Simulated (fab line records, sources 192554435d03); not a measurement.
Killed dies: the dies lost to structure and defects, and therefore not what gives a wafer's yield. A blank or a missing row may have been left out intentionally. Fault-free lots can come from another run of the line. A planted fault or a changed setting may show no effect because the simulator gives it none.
Split-lot experiment / flow n5-finfet / 7 lots, 39 wafers read, on a route of 1938 steps

== ABOUT THE SPLIT ==
At N5_FIN_SAQP_SPACER1_ALD_24 (deposits SiO2, target thk 20.3 nm, pulse time 1 s, purge time 2 s), the setting ald-cycles was moved away from the recipe's 218 on 18 of the 39 wafers read, by -43.1% to +55.0%. All remaining wafers had this setting at the recipe value.

== FROM THE SPLIT TO THE READING: what the file shows between them, 2 steps ==
- N5_FIN_SAQP_SPACER1_ETCHBACK_25: etches SiO2 in CHF3/O2, target depth 24.4 nm, time 12.2 s
- N5_FIN_SAQP_MANDREL1_REMOVE_56: chemistry HBr/Cl2/O2, target a-Si, stops on SiNx, bt time 10 s

== THE READING ==
cd-nm (nm) at N5_FIN_SAQP_CD_MEAS_27, where the cd target is 20 nm. A value of 20.23 nm with a standard deviation of 0.26 nm is what fault-free wafers of this fab line usually give.

wafer=L078.1; tool, chamber at the split=ald-sin-01, 3,0,2; ald-cycles as run=274; against the recipe=+25.7%; cd-nm, nm=25.11; against lot-mates on the recipe=+4.87
wafer=L078.2; tool, chamber at the split=ald-sin-01, 3,0,2; ald-cycles as run=274; against the recipe=+25.7%; cd-nm, nm=25.32; against lot-mates on the recipe=+5.08
wafer=L078.3; tool, chamber at the split=ald-sin-01, 1; ald-cycles as run=218; against the recipe=recipe; cd-nm, nm=20.02; against lot-mates on the recipe=-
wafer=L078.4; tool, chamber at the split=ald-sin-01, 3,0,2; ald-cycles as run=274; against the recipe=+25.7%; cd-nm, nm=25.18; against lot-mates on the recipe=+4.94
wafer=L078.5; tool, chamber at the split=ald-sin-01, 1,2; ald-cycles as run=218; against the recipe=recipe; cd-nm, nm=20.42; against lot-mates on the recipe=-
wafer=L078.6; tool, chamber at the split=ald-sin-01, 1,2; ald-cycles as run=218; against the recipe=recipe; cd-nm, nm=20.27; against lot-mates on the recipe=-
wafer=L079.1; tool, chamber at the split=ald-sin-04, 1,3,3; ald-cycles as run=218; against the recipe=recipe; cd-nm, nm=20.03; against lot-mates on the recipe=-
wafer=L079.2; tool, chamber at the split=ald-sin-04, 2,0,0; ald-cycles as run=134; against the recipe=-38.5%; cd-nm, nm=12.55; against lot-mates on the recipe=-7.41
wafer=L079.3; tool, chamber at the split=ald-sin-04, 2,0,0; ald-cycles as run=134; against the recipe=-38.5%; cd-nm, nm=12.08; against lot-mates on the recipe=-7.88
wafer=L079.4; tool, chamber at the split=ald-sin-04, 1,3,3; ald-cycles as run=218; against the recipe=recipe; cd-nm, nm=20.14; against lot-mates on the recipe=-
wafer=L079.5; tool, chamber at the split=ald-sin-04, 2,0,0; ald-cycles as run=134; against the recipe=-38.5%; cd-nm, nm=12.63; against lot-mates on the recipe=-7.33
wafer=L079.6; tool, chamber at the split=ald-sin-04, 1,3,3; ald-cycles as run=218; against the recipe=recipe; cd-nm, nm=19.71; against lot-mates on the recipe=-
wafer=L084.1; tool, chamber at the split=ald-sin-03, 1,2; ald-cycles as run=218; against the recipe=recipe; cd-nm, nm=20.33; against lot-mates on the recipe=-
wafer=L084.2; tool, chamber at the split=ald-sin-03, 3; ald-cycles as run=285; against the recipe=+30.7%; cd-nm, nm=26.38; against lot-mates on the recipe=+5.95
wafer=L084.3; tool, chamber at the split=ald-sin-03, 0; ald-cycles as run=285; against the recipe=+30.7%; cd-nm, nm=26.45; against lot-mates on the recipe=+6.02
wafer=L084.4; tool, chamber at the split=ald-sin-03, 1,2; ald-cycles as run=218; against the recipe=recipe; cd-nm, nm=20.36; against lot-mates on the recipe=-
wafer=L084.5; tool, chamber at the split=ald-sin-03, 0; ald-cycles as run=285; against the recipe=+30.7%; cd-nm, nm=26.35; against lot-mates on the recipe=+5.92
wafer=L084.6; tool, chamber at the split=ald-sin-03, 1; ald-cycles as run=218; against the recipe=recipe; cd-nm, nm=20.59; against lot-mates on the recipe=-
wafer=L088.1; tool, chamber at the split=ald-sin-01, 2; ald-cycles as run=218; against the recipe=recipe; cd-nm, nm=20.17; against lot-mates on the recipe=-
wafer=L088.2; tool, chamber at the split=ald-sin-01, 0,3; ald-cycles as run=218; against the recipe=recipe; cd-nm, nm=19.87; against lot-mates on the recipe=-
wafer=L088.3; tool, chamber at the split=ald-sin-01, 3,1,0; ald-cycles as run=124; against the recipe=-43.1%; cd-nm, nm=11.94; against lot-mates on the recipe=-8.09
wafer=L088.4; tool, chamber at the split=ald-sin-01, 3,1,0; ald-cycles as run=124; against the recipe=-43.1%; cd-nm, nm=11.77; against lot-mates on the recipe=-8.26
wafer=L088.5; tool, chamber at the split=ald-sin-01, 3,1,0; ald-cycles as run=124; against the recipe=-43.1%; cd-nm, nm=11.34; against lot-mates on the recipe=-8.69
wafer=L088.6; tool, chamber at the split=ald-sin-01, 0,3; ald-cycles as run=218; against the recipe=recipe; cd-nm, nm=20.06; against lot-mates on the recipe=-
wafer=L091.1; tool, chamber at the split=ald-sin-04, 3,2,1; ald-cycles as run=278; against the recipe=+27.5%; cd-nm, nm=25.90; against lot-mates on the recipe=+5.68
wafer=L091.2; tool, chamber at the split=ald-sin-04, 3,2,1; ald-cycles as run=278; against the recipe=+27.5%; cd-nm, nm=25.95; against lot-mates on the recipe=+5.73
wafer=L091.3; tool, chamber at the split=ald-sin-04, 0,0,1; ald-cycles as run=218; against the recipe=recipe; cd-nm, nm=20.46; against lot-mates on the recipe=-
wafer=L091.4; tool, chamber at the split=ald-sin-04, 3,2,1; ald-cycles as run=278; against the recipe=+27.5%; cd-nm, nm=25.75; against lot-mates on the recipe=+5.53
wafer=L091.5; tool, chamber at the split=ald-sin-04, 0,0,1; ald-cycles as run=218; against the recipe=recipe; cd-nm, nm=19.94; against lot-mates on the recipe=-
wafer=L091.6; tool, chamber at the split=ald-sin-04, 0,0,1; ald-cycles as run=218; against the recipe=recipe; cd-nm, nm=20.26; against lot-mates on the recipe=-
wafer=L095.1; tool, chamber at the split=ald-sin-04, 3,2; ald-cycles as run=338; against the recipe=+55.0%; cd-nm, nm=31.47; against lot-mates on the recipe=+10.92
wafer=L095.2; tool, chamber at the split=ald-sin-04, 0,3; ald-cycles as run=218; against the recipe=recipe; cd-nm, nm=20.64; against lot-mates on the recipe=-
wafer=L095.3; tool, chamber at the split=ald-sin-04, 1; ald-cycles as run=338; against the recipe=+55.0%; cd-nm, nm=31.53; against lot-mates on the recipe=+10.98
wafer=L095.4; tool, chamber at the split=ald-sin-04, 3,2; ald-cycles as run=338; against the recipe=+55.0%; cd-nm, nm=31.63; against lot-mates on the recipe=+11.08
wafer=L095.5; tool, chamber at the split=ald-sin-04, 2; ald-cycles as run=218; against the recipe=recipe; cd-nm, nm=20.51; against lot-mates on the recipe=-
wafer=L095.6; tool, chamber at the split=ald-sin-04, 0,3; ald-cycles as run=218; against the recipe=recipe; cd-nm, nm=20.50; against lot-mates on the recipe=-
wafer=L097.2; tool, chamber at the split=ald-sin-03, 1,3; ald-cycles as run=218; against the recipe=recipe; cd-nm, nm=20.01; against lot-mates on the recipe=-
wafer=L097.3; tool, chamber at the split=ald-sin-03, 1,3; ald-cycles as run=218; against the recipe=recipe; cd-nm, nm=20.76; against lot-mates on the recipe=-
wafer=L097.4; tool, chamber at the split=ald-sin-03, 2; ald-cycles as run=218; against the recipe=recipe; cd-nm, nm=20.10; against lot-mates on the recipe=-
The file does not say which wafer passed through which chamber wherever a row lists several chambers: such a row stands for several wafers.

FIT RESULTS
A straight line over all 39 wafers: cd-nm changes by +0.202 nm for each +1% of ald-cycles; r = +1.00; the points scatter about the line by 0.25 nm.
The same after taking each lot's own level away (the mean of its wafers on the recipe; 39 wafers): +0.197 nm for each +1%; r = +1.00; scatter 0.2 nm.
According to that fit, moving ald-cycles by its largest amount changes the reading by 11 nm.
The lots' own levels span 19.960 to 20.550 nm, that is 2.3 times the standard deviation above.
The two slopes agree, so the slope changes little with the lot-to-lot level.
Check: +10.9 nm against its lot-mates is what the line predicts for one of the wafers moved furthest among these (+55.0%) when that wafer is left out of the fit. Against them it came out at +10.9 nm.

== THE OTHER SPLITS THESE WAFERS WENT THROUGH ==
These wafers also went through other splits before the reading. Each is held against what the fit with the lots' levels taken away leaves over:
other split on the same wafers=N5_FIN_SAQP_HM_DEP_03 target-thk-a; wafers away from the commonest value=9; r with cd-nm (lot level and that fit taken away)=-0.18

== THE WHOLE CHAIN: every reading that the file lists as answering this split, in the file's order ==
step=N5_FIN_SAQP_SPACER1_ALD_24; what it does=deposits SiO2, target thk 20.3 nm, pulse time 1 s, purge time 2 s; reading=SiO2_of_FIN_SAQP_SPACER1_ALD_24.thk-nm (the simulator's own value, which no gauge read); change (the file's fit)=+0.203 nm for each +1% of the setting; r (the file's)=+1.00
step=N5_FIN_SAQP_MANDREL1_REMOVE_56; what it does=chemistry HBr/Cl2/O2, target a-Si, stops on SiNx, bt time 10 s; reading=FIN_SAQP.cd-nm (the simulator's own value, which no gauge read); change (the file's fit)=+0.202 nm for each +1% of the setting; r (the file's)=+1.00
step=N5_FIN_SAQP_CD_MEAS_27; what it does=target cd 20 nm; reading=cd-nm; change (the file's fit)=+0.197 nm for each +1% of the setting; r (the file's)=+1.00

== THE FILE'S OWN FIT ==
cd-nm changes by +0.197 nm for each +1% of ald-cycles, r = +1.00.
